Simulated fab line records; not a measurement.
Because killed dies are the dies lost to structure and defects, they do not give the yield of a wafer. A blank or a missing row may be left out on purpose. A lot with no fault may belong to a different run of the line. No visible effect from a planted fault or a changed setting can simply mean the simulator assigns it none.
Matching of chambers -- flow nand_harc -- NHARC_A_CHANNEL_FILL_D1_ETCHBACK_19 on rie_si-03 has 4 sister chambers
The step etches the open film in HBr/Cl2, target depth 5 nm, time 1.7 s. 4 wafers are shown with their chamber, then 7 later ones without.

## WAFERS, EACH WITH ITS CHAMBER
wafer,chamber,drypump_motor_current_A (A)
L732.6,2,5.8
L737.3,3,6.4
L739.3,0,6.1
L739.5,1,6.5

## WAFERS WITH NO CHAMBER GIVEN
wafer,drypump_motor_current_A (A)
L739.6,6.1
L746.1,6.1
L746.4,5.8
L746.5,6.5
L749.3,5.8
L749.5,6.5
L749.6,6.0

## WHICH CHAMBER EACH ONE RAN IN
wafer,from the rows above,in truth
L739.6,0,0
L746.1,0,0
L746.4,2,2
L746.5,1,1
L749.3,2,2
L749.5,1,1
L749.6,0,0
Correctly placed: 7 of 7. Left unplaced by these rows: 0. 0 placed wrongly.
How it was worked out, from the rows above alone: a wafer's distance from a chamber is the root of the sum, over the readings, of the square of ((its reading less the chamber's mean) divided by the reading's scatter). The wafer belongs to the nearest chamber; if the next one is less than 2 further off, it can't be placed. Each chamber's mean is taken over the wafers shown for it. The scatter: with one shown wafer a chamber, the root of the mean of the squares of how far each hidden wafer lies from its nearest shown one.
